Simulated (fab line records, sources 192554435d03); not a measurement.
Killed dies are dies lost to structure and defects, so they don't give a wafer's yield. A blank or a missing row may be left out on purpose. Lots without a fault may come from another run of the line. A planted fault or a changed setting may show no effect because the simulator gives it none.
Chamber matching | flow n5_finfet | N5_BEOL_M11_DEP_56 on pecvd-03: 3 sister chambers
The step deposits SiCN from 3MS/NH3, target thk 30 nm, time 10.5 s. 18 wafers are shown with their chamber, then 9 later ones without.

WAFERS WITH THEIR CHAMBER
wafer  | chamber | showerhead_plenum_p_Torr (Torr) | throttle_valve_pct (%) | showerhead_vpp_V (V)
L075.3 | 0       | 4.119                           | 18.0                   | 1675
L075.4 | 2       | 4.177                           | 16.4                   | 1548
L075.6 | 0       | 4.104                           | 18.1                   | 1686
L076.2 | 0       | 4.109                           | 18.1                   | 1665
L076.4 | 1       | 4.119                           | 18.0                   | 1595
L076.5 | 0       | 4.115                           | 18.0                   | 1628
L074.1 | 0       | 4.120                           | 17.9                   | 1656
L074.2 | 2       | 4.180                           | 16.7                   | 1546
L074.3 | 1       | 4.120                           | 17.8                   | 1575
L077.3 | 1       | 4.129                           | 17.8                   | 1595
L077.4 | 0       | 4.111                           | 18.2                   | 1691
L077.6 | 2       | 4.173                           | 16.4                   | 1566
L083.2 | 1       | 4.120                           | 18.1                   | 1587
L083.3 | 2       | 4.188                           | 16.5                   | 1555
L083.4 | 0       | 4.115                           | 18.2                   | 1673
L084.1 | 1       | 4.124                           | 17.7                   | 1583
L084.2 | 0       | 4.110                           | 18.2                   | 1663
L084.4 | 0       | 4.112                           | 18.1                   | 1644

SIGNATURES (means of the wafers above)
reading                  | chamber 0 | chamber 1 | chamber 2 | scatter within a chamber
showerhead_plenum_p_Torr | 4.11278   | 4.12240   | 4.17950   | 0.00512
throttle_valve_pct       | 18.089    | 17.880    | 16.500    | 0.131
showerhead_vpp_V         | 1664.56   | 1587.00   | 1553.75   | 15.7
Rule: a wafer's distance from a chamber is the root of the sum, over the readings, of the square of ((its reading less the chamber's mean) divided by the reading's scatter). The wafer belongs to the nearest chamber; if the next one is less than 2 further off, it can't be placed. The scatter: the root of (the sum of the squares of (reading less its chamber's mean) over the shown wafers, divided by (wafers less chambers)).

WAFERS WITHOUT THEIR CHAMBER
wafer  | showerhead_plenum_p_Torr (Torr) | throttle_valve_pct (%) | showerhead_vpp_V (V)
L088.3 | 4.115                           | 17.7                   | 1605
L088.5 | 4.120                           | 18.1                   | 1690
L088.6 | 4.123                           | 18.1                   | 1594
L089.3 | 4.125                           | 18.0                   | 1661
L089.5 | 4.121                           | 18.3                   | 1669
L089.6 | 4.183                           | 16.6                   | 1520
L097.2 | 4.125                           | 18.3                   | 1643
L097.3 | 4.126                           | 16.6                   | 1578
L097.5 | 4.121                           | 16.5                   | 1595

WHICH CHAMBER EACH WENT THROUGH
wafer  | from the rows above     | in truth
L088.3 | 1                       | 1
L088.5 | 0                       | 0
L088.6 | 1                       | 1
L089.3 | 0                       | 0
L089.5 | 0                       | 0
L089.6 | 2                       | 2
L097.2 | can't be placed: 0 or 1 | 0
L097.3 | can't be placed: 1 or 2 | 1
L097.5 | can't be placed: 1 or 2 | 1
Placed correctly: 6 of 9. Can't be placed from these rows: 3 (the true chamber is among the candidates in 3). Placed wrongly: 0.
